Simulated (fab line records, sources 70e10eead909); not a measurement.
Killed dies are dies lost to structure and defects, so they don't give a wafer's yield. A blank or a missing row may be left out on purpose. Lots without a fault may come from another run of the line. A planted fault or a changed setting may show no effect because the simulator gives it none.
A struck lot beside a sound one | flow nand_harc | 26 steps out of a route of 1302
Sound: wafers L535.1, L535.3, L535.6. Struck: wafer L544.3. (L544.1, L544.4 of the same lot were not struck and are left out.) The cause comes at the end.
At each step with rows: each side's tool, then ch and its chambers, then its first start. Under that, the readings that differ: sound wafers | struck wafers | difference of the means | sigmas: that difference in standard deviations of wafers without a fault.
alike: readings whose means differ by less than 2 such deviations, and words and numbers that are the same on both sides. not compared: withheld readings, readings that some wafer has no value for, bounds like >300 that may hide the same value, and numbers for which the record gives no deviation and whose values overlap.
The two part at a step that has a row with sigmas, a row that says differs or no value, or rows on one side only. Numbers that don't overlap but have no deviation are shown without sigmas and don't part them. A reading that every wafer of one side lacks parts them only if that side has two wafers or more.

NHARC_A_CHANNEL_HOLE_D1_ETCH_38: etches the open film in CF4, target depth 39 nm, time 65 s.
  sound on rie_diel-07 ch 1,3, day 10 13:48; struck on rie_diel-07 ch 1, day 14 14:40
  reading               | sound             | struck | difference | sigmas
  oes_product_au (a.u.) | 1.027 1.023 1.025 | 0.990  | -0.035     | -2
  alike: drypump_motor_current_A, rf_vpp_V, showerhead_plenum_p_Torr, throttle_valve_pct
  not compared: rf_hours_counter_h
then, 1 step without rows for these wafers: NHARC_A_CHANNEL_HOLE_D1_ETCH_39 (etches the open film in N2/H2, target depth 260 nm, time 325 s).
NHARC_A_CHANNEL_HOLE_D1_ETCH_34: etches the open film in CF4/CHF3, target depth 154 nm, time 77 s.
  sound on rie_diel-07 ch 0,3; struck on rie_diel-07 ch 3
  alike: drypump_motor_current_A, oes_product_au, rf_vpp_V, showerhead_plenum_p_Torr, throttle_valve_pct
  not compared: rf_hours_counter_h
then, 1 step without rows for these wafers: NHARC_A_CHANNEL_HOLE_D1_ETCH_16 (etches the open film in O2/COS, target depth 3100 nm, time 806 s).
NHARC_A_CHANNEL_HOLE_D1_CD_MEAS_18:
  sound on cd_sem-03, day 10 14:49; struck on cd_sem-01, day 14 15:41
  alike: cd_nm
then, 4 steps without rows for these wafers: NHARC_A_CHANNEL_HOLE_D1_ETCH_19 (etches the open film in C4F8/O2/Ar, time 34.5 s); NHARC_A_CHANNEL_HOLE_D1_ETCH_20 (etches the open film in C4F8/O2/Ar, time 361.9 s, target depth 1600 nm); NHARC_A_CHANNEL_HOLE_D1_ETCH_21 (etches the open film in C4F8/O2/Ar, time 514.3 s, target depth 1600 nm); NHARC_A_CHANNEL_HOLE_D1_ETCH_22 (etches the open film in C4F8/O2/Ar, time 666.7 s, target depth 1600 nm).
NHARC_A_CHANNEL_HOLE_D1_ETCH_23: etches the open film in C4F8/O2/Ar, time 819 s, target depth 1600 nm.
  sound on har_etch-01 ch 1, day 10 16:32; struck on har_etch-02 ch 0, day 14 17:18
  reading                         | sound                | struck | difference | sigmas
  showerhead_plenum_p_Torr (Torr) | 3.72 3.72 3.72       | 3.60   | -0.12      | -2
  throttle_valve_pct (%)          | 32.161 32.148 32.172 | 32.138 | -0.022     | -2
  alike: c4f8_flow_sccm, drypump_motor_current_A
  not compared: rf_hours_counter_h
then, 1 step without rows for these wafers: NHARC_A_CHANNEL_HOLE_D1_ETCH_24 (etches the open film in C4F8/O2/Ar, time 906.2 s, target depth 1500 nm).
NHARC_A_CHANNEL_HOLE_D1_ETCH_25: etches the open film in C4F8/O2/Ar, time 1040.2 s, target depth 1500 nm.
  sound on har_etch-01 ch 1, day 10 18:00; struck on har_etch-02 ch 0, day 14 18:46
  reading                         | sound          | struck | difference | sigmas
  showerhead_plenum_p_Torr (Torr) | 3.71 3.71 3.71 | 3.59   | -0.12      | -2
  alike: c4f8_flow_sccm, drypump_motor_current_A, throttle_valve_pct
  not compared: rf_hours_counter_h
NHARC_A_CHANNEL_HOLE_D1_ETCH_26: etches the open film in C4F8/O2/Ar, time 224.1 s, target depth 300 nm.
  sound on har_etch-01 ch 1, day 10 18:53; struck on har_etch-02 ch 0, day 14 19:38
  reading                         | sound          | struck | difference | sigmas
  showerhead_plenum_p_Torr (Torr) | 3.76 3.76 3.76 | 3.64   | -0.12      | -2
  alike: bias_v, c4f8_flow_sccm, drypump_motor_current_A, throttle_valve_pct
  not compared: rf_hours_counter_h
NHARC_A_CHANNEL_HOLE_D1_ETCH_33: etches the open film in C4F8/O2/Ar, time 90 s, target depth 400 nm.
  sound on har_etch-01 ch 1, day 10 19:05; struck on har_etch-02 ch 0, day 14 19:50
  reading                         | sound          | struck | difference | sigmas
  showerhead_plenum_p_Torr (Torr) | 3.76 3.76 3.76 | 3.63   | -0.13      | -2
  alike: bias_v, c4f8_flow_sccm, drypump_motor_current_A, throttle_valve_pct
  not compared: rf_hours_counter_h
then, 7 steps without rows for these wafers: NHARC_A_CHANNEL_HOLE_D1_STRIP_41 (strips in N2/H2); NHARC_A_CHANNEL_HOLE_D1_STRIP_42 (strips in CF4/CHF3); NHARC_A_CHANNEL_HOLE_D1_STRIP_43 (strips in O2/COS); NHARC_A_CHANNEL_HOLE_D1_ETCH_44 (etches the open film in CF4/O2, target depth 140 nm, overetch 14 nm, time 77 s); NHARC_A_CHANNEL_HOLE_D1_STRIP_27 (strips in O2); NHARC_A_CHANNEL_HOLE_D1_PRECLEAN_28 (cleans in SC1); NHARC_A_CHANNEL_HOLE_D1_SRD_29.
NHARC_A_CHANNEL_HOLE_D1_CD_MEAS_30:
  sound on cd_sem-02, day 10 20:38; struck on cd_sem-02, day 14 21:23
  alike: cd_nm
then, 1 step without rows for these wafers: NHARC_A_CHANNEL_HOLE_D1_XSEM_31.
NHARC_A_CHANNEL_HOLE_D1_INSPECT_40:
  sound on defect_inspect-02, day 10 20:49; struck on defect_inspect-01, day 14 21:34
  reading          | sound    | struck | difference | sigmas
  raw_defect_count | 53 50 34 | 665    | +619       | +26
then, 1 step without rows for these wafers: NHARC_A_CHANNEL_FILL_D1_PRECLEAN_00 (cleans in SC1).
-- the record jumps here: 16 days lie between the struck wafers' starts before and after (it left off in module A_CHANNEL_FILL_D1 and takes up again in module END, whose first step shown is number 1302 of the route) --
NHARC_END_SORT_01:
  the record has rows for the struck wafers here (prober-01 ch 0, day 31 06:35) and none for the sound ones

WHERE THEY PART
First at NHARC_A_CHANNEL_HOLE_D1_ETCH_38; last, within this record, at NHARC_END_SORT_01.

WHY: what the simulator had put in
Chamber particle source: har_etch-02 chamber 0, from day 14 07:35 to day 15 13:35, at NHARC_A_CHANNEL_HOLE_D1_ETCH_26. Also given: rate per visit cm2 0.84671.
